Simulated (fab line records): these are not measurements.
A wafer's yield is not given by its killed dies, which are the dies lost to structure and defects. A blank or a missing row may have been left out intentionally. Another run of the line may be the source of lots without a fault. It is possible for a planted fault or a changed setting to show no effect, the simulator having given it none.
A sampling plan put to the test :: flow n5_finfet :: 46 faults told of in these records, all on one fab line, each judged by the records of the lots it struck
Plan = the line's own looks (route steps where a gauge or an inspection reads the wafer without altering it). A look can be judged if struck wafers have a number there and the file gives its usual mean and standard deviation on fault-free wafers. Caught: a look later than the fault's first step finds the struck wafers' mean 4 or more of those standard deviations (sigma) from the usual mean. On the tool: here the same test is run on the tool's own readings at the fault's steps. If the struck wafers alone have a blank record, or they carry another recipe, that too counts as caught.

== THE FAULTS, as the simulator had put them in ==
1. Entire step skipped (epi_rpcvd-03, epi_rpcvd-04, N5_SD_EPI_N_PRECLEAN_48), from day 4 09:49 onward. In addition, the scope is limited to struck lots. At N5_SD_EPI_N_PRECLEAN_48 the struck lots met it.
2. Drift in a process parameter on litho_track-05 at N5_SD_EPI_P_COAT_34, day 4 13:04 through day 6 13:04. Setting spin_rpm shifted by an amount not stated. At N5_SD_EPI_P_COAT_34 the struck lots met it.
3. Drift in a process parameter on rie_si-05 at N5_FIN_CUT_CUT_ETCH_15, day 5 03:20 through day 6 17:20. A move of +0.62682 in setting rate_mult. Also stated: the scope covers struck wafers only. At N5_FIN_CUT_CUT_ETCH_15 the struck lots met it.
4. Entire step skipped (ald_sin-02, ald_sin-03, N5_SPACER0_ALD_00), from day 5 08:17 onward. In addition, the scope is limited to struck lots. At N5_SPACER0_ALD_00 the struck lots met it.
5. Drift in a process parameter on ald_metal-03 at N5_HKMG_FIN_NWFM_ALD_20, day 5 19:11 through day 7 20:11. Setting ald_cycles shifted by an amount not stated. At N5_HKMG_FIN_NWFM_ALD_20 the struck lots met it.
6. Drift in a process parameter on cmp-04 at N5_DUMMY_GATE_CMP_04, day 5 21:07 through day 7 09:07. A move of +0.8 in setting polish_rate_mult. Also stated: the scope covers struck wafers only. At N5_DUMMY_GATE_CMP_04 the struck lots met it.
7. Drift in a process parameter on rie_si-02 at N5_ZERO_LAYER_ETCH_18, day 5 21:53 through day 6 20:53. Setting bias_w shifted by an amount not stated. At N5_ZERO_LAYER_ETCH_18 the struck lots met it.
8. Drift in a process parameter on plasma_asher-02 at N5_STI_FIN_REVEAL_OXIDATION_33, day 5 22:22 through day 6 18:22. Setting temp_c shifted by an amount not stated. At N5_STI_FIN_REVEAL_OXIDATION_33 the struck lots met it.
9. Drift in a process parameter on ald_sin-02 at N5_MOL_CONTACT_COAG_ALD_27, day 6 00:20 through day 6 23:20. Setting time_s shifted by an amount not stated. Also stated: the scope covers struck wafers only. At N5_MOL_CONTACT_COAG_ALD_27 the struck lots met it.
10. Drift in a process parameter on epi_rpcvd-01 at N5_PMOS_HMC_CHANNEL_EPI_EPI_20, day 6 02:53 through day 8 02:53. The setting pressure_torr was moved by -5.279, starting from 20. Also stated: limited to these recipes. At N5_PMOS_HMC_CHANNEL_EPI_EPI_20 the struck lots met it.
11. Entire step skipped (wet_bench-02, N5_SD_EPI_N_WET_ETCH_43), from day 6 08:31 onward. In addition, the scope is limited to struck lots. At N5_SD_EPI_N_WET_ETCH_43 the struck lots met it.
12. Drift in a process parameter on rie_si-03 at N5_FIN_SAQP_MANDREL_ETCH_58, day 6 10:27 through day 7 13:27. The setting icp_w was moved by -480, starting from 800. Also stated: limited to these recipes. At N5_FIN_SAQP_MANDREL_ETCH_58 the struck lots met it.
13. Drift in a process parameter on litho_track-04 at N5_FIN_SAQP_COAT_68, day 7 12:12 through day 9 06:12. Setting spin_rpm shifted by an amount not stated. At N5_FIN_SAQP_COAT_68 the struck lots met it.
14. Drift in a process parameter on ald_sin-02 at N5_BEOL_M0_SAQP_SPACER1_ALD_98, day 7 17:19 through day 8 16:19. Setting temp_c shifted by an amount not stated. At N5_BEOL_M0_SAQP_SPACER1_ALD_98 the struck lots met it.
15. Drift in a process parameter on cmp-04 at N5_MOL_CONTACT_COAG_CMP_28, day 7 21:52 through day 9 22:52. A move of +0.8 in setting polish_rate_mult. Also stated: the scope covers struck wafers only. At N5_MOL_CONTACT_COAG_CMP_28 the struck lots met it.
16. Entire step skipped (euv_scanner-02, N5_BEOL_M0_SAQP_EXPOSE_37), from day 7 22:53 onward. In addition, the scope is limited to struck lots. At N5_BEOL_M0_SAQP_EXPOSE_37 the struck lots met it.
17. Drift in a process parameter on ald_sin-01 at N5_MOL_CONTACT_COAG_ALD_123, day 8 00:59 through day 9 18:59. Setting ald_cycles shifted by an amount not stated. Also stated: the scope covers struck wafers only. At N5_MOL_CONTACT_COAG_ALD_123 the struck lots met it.
18. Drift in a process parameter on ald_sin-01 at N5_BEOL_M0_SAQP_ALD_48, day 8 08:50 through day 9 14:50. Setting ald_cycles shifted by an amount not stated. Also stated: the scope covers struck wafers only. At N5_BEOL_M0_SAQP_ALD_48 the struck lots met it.
19. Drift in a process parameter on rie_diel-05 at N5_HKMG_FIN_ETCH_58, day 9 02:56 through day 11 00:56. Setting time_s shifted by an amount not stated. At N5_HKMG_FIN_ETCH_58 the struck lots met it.
20. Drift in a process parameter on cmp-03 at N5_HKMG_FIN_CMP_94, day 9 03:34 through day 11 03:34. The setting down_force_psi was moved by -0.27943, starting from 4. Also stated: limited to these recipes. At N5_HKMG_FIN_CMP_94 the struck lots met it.
21. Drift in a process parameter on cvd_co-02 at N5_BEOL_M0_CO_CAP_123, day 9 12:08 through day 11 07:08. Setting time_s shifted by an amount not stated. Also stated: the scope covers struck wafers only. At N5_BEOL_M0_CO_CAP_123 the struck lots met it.
22. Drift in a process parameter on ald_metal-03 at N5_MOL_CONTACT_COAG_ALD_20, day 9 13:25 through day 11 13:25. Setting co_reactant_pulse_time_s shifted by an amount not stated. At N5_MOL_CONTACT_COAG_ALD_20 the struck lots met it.
23. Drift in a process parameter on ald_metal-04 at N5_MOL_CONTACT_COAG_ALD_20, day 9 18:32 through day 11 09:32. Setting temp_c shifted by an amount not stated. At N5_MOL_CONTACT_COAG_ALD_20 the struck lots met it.
24. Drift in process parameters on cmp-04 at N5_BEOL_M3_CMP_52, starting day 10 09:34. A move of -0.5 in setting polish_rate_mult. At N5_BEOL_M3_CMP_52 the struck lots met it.
25. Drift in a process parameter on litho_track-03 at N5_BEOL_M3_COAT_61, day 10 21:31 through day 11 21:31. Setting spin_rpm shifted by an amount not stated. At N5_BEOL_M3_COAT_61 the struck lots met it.
26. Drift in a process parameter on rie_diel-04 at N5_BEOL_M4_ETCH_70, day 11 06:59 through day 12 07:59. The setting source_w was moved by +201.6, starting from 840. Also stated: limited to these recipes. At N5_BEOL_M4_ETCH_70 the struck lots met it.
27. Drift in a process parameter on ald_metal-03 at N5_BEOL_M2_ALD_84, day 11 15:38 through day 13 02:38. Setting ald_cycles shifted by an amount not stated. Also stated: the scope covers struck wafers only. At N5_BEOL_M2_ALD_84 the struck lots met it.
28. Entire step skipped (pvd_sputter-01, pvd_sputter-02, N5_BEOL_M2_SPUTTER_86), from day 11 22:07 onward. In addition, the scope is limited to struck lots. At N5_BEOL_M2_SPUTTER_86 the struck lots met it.
29. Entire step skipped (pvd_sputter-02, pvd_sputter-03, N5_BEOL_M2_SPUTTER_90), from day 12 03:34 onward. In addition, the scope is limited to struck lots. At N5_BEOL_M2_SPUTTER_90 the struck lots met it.
30. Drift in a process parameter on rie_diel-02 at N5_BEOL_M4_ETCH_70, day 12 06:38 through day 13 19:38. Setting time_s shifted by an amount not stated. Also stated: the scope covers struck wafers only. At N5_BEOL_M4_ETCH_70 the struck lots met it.
31. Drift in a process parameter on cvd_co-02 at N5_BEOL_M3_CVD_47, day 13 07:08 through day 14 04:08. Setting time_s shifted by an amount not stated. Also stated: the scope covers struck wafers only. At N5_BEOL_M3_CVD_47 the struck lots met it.
32. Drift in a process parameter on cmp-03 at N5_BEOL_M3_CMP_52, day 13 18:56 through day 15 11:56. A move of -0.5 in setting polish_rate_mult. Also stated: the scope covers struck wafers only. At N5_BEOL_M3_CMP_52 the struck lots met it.
33. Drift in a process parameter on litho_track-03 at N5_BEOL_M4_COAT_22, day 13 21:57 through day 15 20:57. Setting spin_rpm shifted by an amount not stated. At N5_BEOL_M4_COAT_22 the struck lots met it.
34. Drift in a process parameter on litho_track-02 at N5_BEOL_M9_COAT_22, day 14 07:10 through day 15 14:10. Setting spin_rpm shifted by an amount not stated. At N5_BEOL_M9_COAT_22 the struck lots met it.
35. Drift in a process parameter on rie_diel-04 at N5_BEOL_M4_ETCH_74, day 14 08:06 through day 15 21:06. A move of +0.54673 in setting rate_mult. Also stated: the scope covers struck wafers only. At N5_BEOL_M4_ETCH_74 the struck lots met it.
36. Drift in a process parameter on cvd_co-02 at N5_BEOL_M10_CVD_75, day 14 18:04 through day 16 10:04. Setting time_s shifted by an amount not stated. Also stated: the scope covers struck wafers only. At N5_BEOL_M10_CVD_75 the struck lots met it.
37. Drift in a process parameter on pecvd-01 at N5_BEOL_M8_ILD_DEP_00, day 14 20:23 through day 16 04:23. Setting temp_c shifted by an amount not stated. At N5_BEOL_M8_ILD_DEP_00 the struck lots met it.
38. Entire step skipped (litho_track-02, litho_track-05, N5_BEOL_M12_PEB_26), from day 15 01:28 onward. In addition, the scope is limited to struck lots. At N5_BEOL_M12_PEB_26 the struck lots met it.
39. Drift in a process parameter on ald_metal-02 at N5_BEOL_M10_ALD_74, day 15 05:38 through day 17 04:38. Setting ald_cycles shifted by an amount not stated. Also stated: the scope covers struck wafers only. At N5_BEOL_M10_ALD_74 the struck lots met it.
40. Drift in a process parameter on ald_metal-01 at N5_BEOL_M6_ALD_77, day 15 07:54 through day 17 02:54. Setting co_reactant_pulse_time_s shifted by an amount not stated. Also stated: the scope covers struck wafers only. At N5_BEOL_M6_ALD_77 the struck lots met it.
41. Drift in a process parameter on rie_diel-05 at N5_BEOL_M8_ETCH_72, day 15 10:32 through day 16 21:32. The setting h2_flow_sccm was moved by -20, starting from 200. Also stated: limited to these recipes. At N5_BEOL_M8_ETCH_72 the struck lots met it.
42. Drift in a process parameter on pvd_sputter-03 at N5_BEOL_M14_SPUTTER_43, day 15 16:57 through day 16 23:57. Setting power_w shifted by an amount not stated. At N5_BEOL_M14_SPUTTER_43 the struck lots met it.
43. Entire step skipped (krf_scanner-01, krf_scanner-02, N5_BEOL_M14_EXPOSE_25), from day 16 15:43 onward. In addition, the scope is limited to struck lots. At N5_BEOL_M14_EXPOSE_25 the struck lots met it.
44. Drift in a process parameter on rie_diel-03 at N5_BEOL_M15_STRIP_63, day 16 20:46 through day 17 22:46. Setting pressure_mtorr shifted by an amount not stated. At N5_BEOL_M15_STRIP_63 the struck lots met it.
45. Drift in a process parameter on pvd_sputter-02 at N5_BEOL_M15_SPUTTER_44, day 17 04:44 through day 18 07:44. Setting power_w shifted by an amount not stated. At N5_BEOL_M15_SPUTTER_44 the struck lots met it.
46. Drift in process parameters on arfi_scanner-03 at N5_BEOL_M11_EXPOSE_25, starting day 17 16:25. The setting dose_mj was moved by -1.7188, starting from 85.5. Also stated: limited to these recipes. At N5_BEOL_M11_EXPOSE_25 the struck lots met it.

== WHAT THE PLAN SAW ==
fault: 1
on the tool itself: the tool's record is blank for the struck wafers
first look that catches it: not the one look that can be judged after it
reading, sigma: -
median hours from its first step to that look: -
hours from the fault's start to the first struck lot there: -
judged looks passed uncaught: 1

fault: 2
on the tool itself: spin_speed_rpm -92 sigma
first look that catches it: no look after it can be judged
reading, sigma: -
median hours from its first step to that look: -
hours from the fault's start to the first struck lot there: -
judged looks passed uncaught: 0

fault: 3
on the tool itself: oes_product_au +4.5 sigma
first look that catches it: no look after it can be judged
reading, sigma: -
median hours from its first step to that look: -
hours from the fault's start to the first struck lot there: -
judged looks passed uncaught: 0

fault: 4
on the tool itself: the tool's record is blank for the struck wafers
first look that catches it: no look after it can be judged
reading, sigma: -
median hours from its first step to that look: -
hours from the fault's start to the first struck lot there: -
judged looks passed uncaught: 0

fault: 5
on the tool itself: under 2 sigma
first look that catches it: no look after it can be judged
reading, sigma: -
median hours from its first step to that look: -
hours from the fault's start to the first struck lot there: -
judged looks passed uncaught: 0

fault: 6
on the tool itself: time_to_endpoint_s -4.0 sigma
first look that catches it: no look after it can be judged
reading, sigma: -
median hours from its first step to that look: -
hours from the fault's start to the first struck lot there: -
judged looks passed uncaught: 0

fault: 7
on the tool itself: bias_w -99 or beyond sigma
first look that catches it: no look after it can be judged
reading, sigma: -
median hours from its first step to that look: -
hours from the fault's start to the first struck lot there: -
judged looks passed uncaught: 0

fault: 8
on the tool itself: temp_c -23 sigma
first look that catches it: no look after it can be judged
reading, sigma: -
median hours from its first step to that look: -
hours from the fault's start to the first struck lot there: -
judged looks passed uncaught: 0

fault: 9
on the tool itself: run_length_s +99 or beyond sigma
first look that catches it: not the one look that can be judged after it
reading, sigma: -
median hours from its first step to that look: -
hours from the fault's start to the first struck lot there: -
judged looks passed uncaught: 1

fault: 10
on the tool itself: chamber_pressure_Torr -99 or beyond sigma
first look that catches it: not the one look that can be judged after it
reading, sigma: strongest: HMC_CMP_THK at N5_PMOS_HMC_CHANNEL_EPI_THK_MEAS_22, -3.5
median hours from its first step to that look: -
hours from the fault's start to the first struck lot there: -
judged looks passed uncaught: 1

fault: 11
on the tool itself: the tool's record is blank for the struck wafers
first look that catches it: no look after it can be judged
reading, sigma: -
median hours from its first step to that look: -
hours from the fault's start to the first struck lot there: -
judged looks passed uncaught: 0

fault: 12
on the tool itself: rf_fwd_power_W -99 or beyond sigma
first look that catches it: no look after it can be judged
reading, sigma: -
median hours from its first step to that look: -
hours from the fault's start to the first struck lot there: -
judged looks passed uncaught: 0

fault: 13
on the tool itself: spin_speed_rpm -99 or beyond sigma
first look that catches it: no look after it can be judged
reading, sigma: -
median hours from its first step to that look: -
hours from the fault's start to the first struck lot there: -
judged looks passed uncaught: 0

fault: 14
on the tool itself: susceptor_temp_C -22 sigma
first look that catches it: not the one look that can be judged after it
reading, sigma: -
median hours from its first step to that look: -
hours from the fault's start to the first struck lot there: -
judged looks passed uncaught: 1

fault: 15
on the tool itself: only faintly: time_to_endpoint_s -2.4 sigma
first look that catches it: none of the 4 looks that can be judged after it
reading, sigma: strongest: MD_CAP_THK at N5_MOL_CONTACT_COAG_THK_MEAS_29, -2.9
median hours from its first step to that look: -
hours from the fault's start to the first struck lot there: -
judged looks passed uncaught: 4

fault: 16
on the tool itself: no reading that can be judged
first look that catches it: no look after it can be judged
reading, sigma: -
median hours from its first step to that look: -
hours from the fault's start to the first struck lot there: -
judged looks passed uncaught: 0

fault: 17
on the tool itself: under 2 sigma
first look that catches it: no look after it can be judged
reading, sigma: -
median hours from its first step to that look: -
hours from the fault's start to the first struck lot there: -
judged looks passed uncaught: 0

fault: 18
on the tool itself: under 2 sigma
first look that catches it: not the one look that can be judged after it
reading, sigma: -
median hours from its first step to that look: -
hours from the fault's start to the first struck lot there: -
judged looks passed uncaught: 1

fault: 19
on the tool itself: run_length_s -99 or beyond sigma
first look that catches it: no look after it can be judged
reading, sigma: -
median hours from its first step to that look: -
hours from the fault's start to the first struck lot there: -
judged looks passed uncaught: 0

fault: 20
on the tool itself: head_pressure_psi -30 sigma
first look that catches it: no look after it can be judged
reading, sigma: -
median hours from its first step to that look: -
hours from the fault's start to the first struck lot there: -
judged looks passed uncaught: 0

fault: 21
on the tool itself: run_length_s +99 or beyond sigma
first look that catches it: not the one look that can be judged after it
reading, sigma: -
median hours from its first step to that look: -
hours from the fault's start to the first struck lot there: -
judged looks passed uncaught: 1

fault: 22
on the tool itself: under 2 sigma
first look that catches it: no look after it can be judged
reading, sigma: -
median hours from its first step to that look: -
hours from the fault's start to the first struck lot there: -
judged looks passed uncaught: 0

fault: 23
on the tool itself: susceptor_temp_C -99 or beyond sigma
first look that catches it: no look after it can be judged
reading, sigma: -
median hours from its first step to that look: -
hours from the fault's start to the first struck lot there: -
judged looks passed uncaught: 0

fault: 24
on the tool itself: overpolish_run_s -99 or beyond sigma
first look that catches it: N5_BEOL_M3_THK_MEAS_53
reading, sigma: M3_THK +73
median hours from its first step to that look: 0.3
hours from the fault's start to the first struck lot there: 9
judged looks passed uncaught: 0

fault: 25
on the tool itself: spin_speed_rpm +77 sigma
first look that catches it: not the one look that can be judged after it
reading, sigma: -
median hours from its first step to that look: -
hours from the fault's start to the first struck lot there: -
judged looks passed uncaught: 1

fault: 26
on the tool itself: rf_fwd_power_W +77 sigma
first look that catches it: not the one look that can be judged after it
reading, sigma: -
median hours from its first step to that look: -
hours from the fault's start to the first struck lot there: -
judged looks passed uncaught: 1

fault: 27
on the tool itself: under 2 sigma
first look that catches it: not the one look that can be judged after it
reading, sigma: -
median hours from its first step to that look: -
hours from the fault's start to the first struck lot there: -
judged looks passed uncaught: 1

fault: 28
on the tool itself: the tool's record is blank for the struck wafers
first look that catches it: not the one look that can be judged after it
reading, sigma: -
median hours from its first step to that look: -
hours from the fault's start to the first struck lot there: -
judged looks passed uncaught: 1

fault: 29
on the tool itself: the tool's record is blank for the struck wafers
first look that catches it: not the one look that can be judged after it
reading, sigma: -
median hours from its first step to that look: -
hours from the fault's start to the first struck lot there: -
judged looks passed uncaught: 1

fault: 30
on the tool itself: run_length_s -52 sigma
first look that catches it: not the one look that can be judged after it
reading, sigma: -
median hours from its first step to that look: -
hours from the fault's start to the first struck lot there: -
judged looks passed uncaught: 1

fault: 31
on the tool itself: run_length_s -99 or beyond sigma
first look that catches it: not the one look that can be judged after it
reading, sigma: -
median hours from its first step to that look: -
hours from the fault's start to the first struck lot there: -
judged looks passed uncaught: 1

fault: 32
on the tool itself: overpolish_run_s -99 or beyond sigma
first look that catches it: N5_BEOL_M3_THK_MEAS_53
reading, sigma: M3_THK +75
median hours from its first step to that look: 0.2
hours from the fault's start to the first struck lot there: 10
judged looks passed uncaught: 0

fault: 33
on the tool itself: spin_speed_rpm +99 or beyond sigma
first look that catches it: none of the 2 looks that can be judged after it
reading, sigma: -
median hours from its first step to that look: -
hours from the fault's start to the first struck lot there: -
judged looks passed uncaught: 2

fault: 34
on the tool itself: spin_speed_rpm +69 sigma
first look that catches it: no look after it can be judged
reading, sigma: -
median hours from its first step to that look: -
hours from the fault's start to the first struck lot there: -
judged looks passed uncaught: 0

fault: 35
on the tool itself: etch_rf_on_time_s -32 sigma
first look that catches it: not the one look that can be judged after it
reading, sigma: -
median hours from its first step to that look: -
hours from the fault's start to the first struck lot there: -
judged looks passed uncaught: 1

fault: 36
on the tool itself: run_length_s +99 or beyond sigma
first look that catches it: not the one look that can be judged after it
reading, sigma: -
median hours from its first step to that look: -
hours from the fault's start to the first struck lot there: -
judged looks passed uncaught: 1

fault: 37
on the tool itself: susceptor_temp_C -40 sigma
first look that catches it: N5_BEOL_M8_THK_MEAS_01
reading, sigma: M8_ILD_THK +4.5
median hours from its first step to that look: 0.6
hours from the fault's start to the first struck lot there: 9
judged looks passed uncaught: 0

fault: 38
on the tool itself: the tool's record is blank for the struck wafers
first look that catches it: no look after it can be judged
reading, sigma: -
median hours from its first step to that look: -
hours from the fault's start to the first struck lot there: -
judged looks passed uncaught: 0

fault: 39
on the tool itself: under 2 sigma
first look that catches it: no look after it can be judged
reading, sigma: -
median hours from its first step to that look: -
hours from the fault's start to the first struck lot there: -
judged looks passed uncaught: 0

fault: 40
on the tool itself: under 2 sigma
first look that catches it: no look after it can be judged
reading, sigma: -
median hours from its first step to that look: -
hours from the fault's start to the first struck lot there: -
judged looks passed uncaught: 0

fault: 41
on the tool itself: h2_flow_sccm -34 sigma
first look that catches it: no look after it can be judged
reading, sigma: -
median hours from its first step to that look: -
hours from the fault's start to the first struck lot there: -
judged looks passed uncaught: 0

fault: 42
on the tool itself: cathode_dc_power_W +99 or beyond sigma
first look that catches it: no look after it can be judged
reading, sigma: -
median hours from its first step to that look: -
hours from the fault's start to the first struck lot there: -
judged looks passed uncaught: 0

fault: 43
on the tool itself: no reading that can be judged
first look that catches it: no look after it can be judged
reading, sigma: -
median hours from its first step to that look: -
hours from the fault's start to the first struck lot there: -
judged looks passed uncaught: 0

fault: 44
on the tool itself: chamber_pressure_mTorr -99 or beyond sigma
first look that catches it: no look after it can be judged
reading, sigma: -
median hours from its first step to that look: -
hours from the fault's start to the first struck lot there: -
judged looks passed uncaught: 0

fault: 45
on the tool itself: cathode_dc_power_W -99 or beyond sigma
first look that catches it: not the one look that can be judged after it
reading, sigma: -
median hours from its first step to that look: -
hours from the fault's start to the first struck lot there: -
judged looks passed uncaught: 1

fault: 46
on the tool itself: exposure_dose_mJ_cm2 -18 sigma
first look that catches it: no look after it can be judged
reading, sigma: -
median hours from its first step to that look: -
hours from the fault's start to the first struck lot there: -
judged looks passed uncaught: 0
Dash: fault not caught, or number not given in these records.

Caught at a look: 3 of 46. Caught on the tool: 36 of 46. By one or the other: 36 of 46.
On the tool alone, faults 1, 2, 3, 4, 6, 7, 8, 9, 10, 11, 12, 13, 14, 19, 20, 21, 23, 25, 26, 28, 29, 30, 31, 33, 34, 35, 36, 38, 41, 42, 44, 45, 46 were caught.
Caught by neither: faults 5, 15, 16, 17, 18, 22, 27, 39, 40, 43.

== THINNER SAMPLING ==
Were the look that catches a fault to measure just every second or every third lot (counted by lot number), the first struck lot would, at worst, be measured this late:
fault: 24
struck lots at that look, in order of time: L677
every lot: 9 h
every second lot: may miss it
every third lot: may miss it

fault: 32
struck lots at that look, in order of time: L189, L191, L190
every lot: 10 h
every second lot: 37 h
every third lot: 37 h

fault: 37
struck lots at that look, in order of time: L308, L309
every lot: 9 h
every second lot: 14 h
every third lot: may miss all 2
Hours count from the start of the fault until the first struck lot that is measured. The limit of 4 sigma was tested on all struck wafers together, so one lot alone may lie under it. Other struck lots may not be in these records.

== THE LONGEST TIMED WAY FROM STEP TO LOOK ==
Fault 37: a median of 0.6 hours passes between N5_BEOL_M8_ILD_DEP_00 and N5_BEOL_M8_THK_MEAS_01. No look between them can be judged.
